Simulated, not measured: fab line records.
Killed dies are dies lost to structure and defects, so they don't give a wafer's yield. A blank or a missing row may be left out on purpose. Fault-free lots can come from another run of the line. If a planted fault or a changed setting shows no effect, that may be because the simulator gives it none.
Matching of chambers + flow n5-finfet + N5_FIN_SAQP_ALD_61 on ald-sin-03 has 4 sister chambers
The step deposits SiO2, target thk 4 nm, pulse time 1 s, purge time 2 s. 8 wafers are shown with their chamber, then 10 later ones without.

== WAFERS, EACH WITH ITS CHAMBER ==
| wafer  | chamber | heater-power-w (W) | precursor-pulse-height-rel |
|--------|---------|--------------------|----------------------------|
| L086.1 | 0       | 505                | 1.002                      |
| L087.5 | 2       | 444                | 0.962                      |
| L088.1 | 0       | 509                | 0.985                      |
| L090.1 | 3       | 430                | 0.976                      |
| L090.4 | 1       | 489                | 1.033                      |
| L090.5 | 2       | 448                | 0.981                      |
| L091.1 | 3       | 425                | 1.022                      |
| L091.4 | 1       | 483                | 1.002                      |

== WAFERS MISSING THEIR CHAMBER ==
| wafer  | heater-power-w (W) | precursor-pulse-height-rel |
|--------|--------------------|----------------------------|
| L091.5 | 436                | 1.009                      |
| L092.1 | 466                | 1.025                      |
| L092.4 | 435                | 0.996                      |
| L092.5 | 509                | 1.041                      |
| L096.1 | 449                | 0.956                      |
| L096.3 | 476                | 1.016                      |
| L096.5 | 473                | 0.974                      |
| L097.2 | 424                | 1.025                      |
| L097.4 | 439                | 0.995                      |
| L097.6 | 473                | 0.989                      |

== THE CHAMBER EACH PASSED THROUGH ==
| wafer  | from the rows above     | in truth |
|--------|-------------------------|----------|
| L091.5 | can't be placed: 3 or 2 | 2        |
| L092.1 | can't be placed: 1 or 2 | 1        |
| L092.4 | can't be placed: 3 or 2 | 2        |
| L092.5 | 0                       | 0        |
| L096.1 | 2                       | 2        |
| L096.3 | 1                       | 1        |
| L096.5 | 1                       | 1        |
| L097.2 | 3                       | 3        |
| L097.4 | can't be placed: 2 or 3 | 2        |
| L097.6 | 1                       | 1        |
Placed correctly: 6 of 10. These rows do not allow placing 4 (true chamber among the candidates in 4). 0 placed wrongly.
How it was worked out, from the rows above alone: a wafer's distance from a chamber is the root of the sum, over the readings, of the square of ((its reading less the chamber's mean) divided by the reading's scatter). If the next closest chamber is less than 2 further off than the closest, the wafer can't be placed; otherwise it belongs to the closest. For every chamber, the mean is computed from those of its wafers that are shown. How the scatter is found: for the shown wafers, subtract from each reading the mean of its chamber, square and add these, divide the total by (wafers less chambers), then take the root.
